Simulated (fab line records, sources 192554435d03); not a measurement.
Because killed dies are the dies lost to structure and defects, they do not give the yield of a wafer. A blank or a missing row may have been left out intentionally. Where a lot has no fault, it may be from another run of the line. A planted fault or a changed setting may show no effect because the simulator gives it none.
Which tool is to blame? / flow n5_finfet / 33 wafers sampled from 11 lots at 1 step of a route of 1938

## WHAT THE GAUGES READ, wafer by wafer
N5_BEOL_M14_INSPECT_12: inspects for defects (macro).
lot=L978; measured=day 11 06:29; on=defect_inspect-01; raw_defect_count=3 2 4
lot=L980; measured=day 12 03:39; on=defect_inspect-01; raw_defect_count=0 2 0
lot=L983; measured=day 14 01:50; on=defect_inspect-02; raw_defect_count=3 3 0
lot=L988; measured=day 14 17:16; on=defect_inspect-01; raw_defect_count=1 1 2
lot=L992; measured=day 15 11:01; on=defect_inspect-01; raw_defect_count=3 0 0
lot=L994; measured=day 15 17:29; on=defect_inspect-02; raw_defect_count=3 3 2
lot=L996; measured=day 16 17:08; on=defect_inspect-02; raw_defect_count=3 0 1
lot=L995; measured=day 16 18:29; on=defect_inspect-02; raw_defect_count=4 1 1
lot=L100; measured=day 16 19:41; on=defect_inspect-02; raw_defect_count=1 0 2
lot=L999; measured=day 17 01:14; on=defect_inspect-02; raw_defect_count=2 1 2
lot=L998; measured=day 17 03:04; on=defect_inspect-02; raw_defect_count=1 1 2

## WHICH TOOL RAN EACH LOT (tool, then ch and the chambers of the sampled wafers, then the start)
The record shows no process step preceding these readings.

## WHAT THE TOOLS THEMSELVES READ (means of the sampled wafers that have a number; where no wafer has one, the mark that the record gives instead)
The record holds no such reading with a usual standard deviation.

## THE ANSWER, worked out from the rows above alone
Rule: the usual values come from the lots themselves. The widest of any qualifying gaps counts: lots, ordered by their means at a reading, are off when they make up no more than a third of the lots, leave a main group of 4 or more, and stand apart from it by 3 or more times the standard deviation of that group's means. A main group whose means are all the same, to the digits that the tables above print for the reading, isn't used. A lot without any number at a reading at which 4 lots or more have one is off too. Where the step has rows for the other lots, those lots are counted as sound. First the gauges in route order, then the tools' own readings, where a lot's mean is used as printed above. The first step at which some lot is off is used, and at that step the reading that is off furthest; a lot without a number counts as furthest.
No lot is off at any reading shown: from this, nothing can be told.

## WHAT THE SIMULATOR PUT IN
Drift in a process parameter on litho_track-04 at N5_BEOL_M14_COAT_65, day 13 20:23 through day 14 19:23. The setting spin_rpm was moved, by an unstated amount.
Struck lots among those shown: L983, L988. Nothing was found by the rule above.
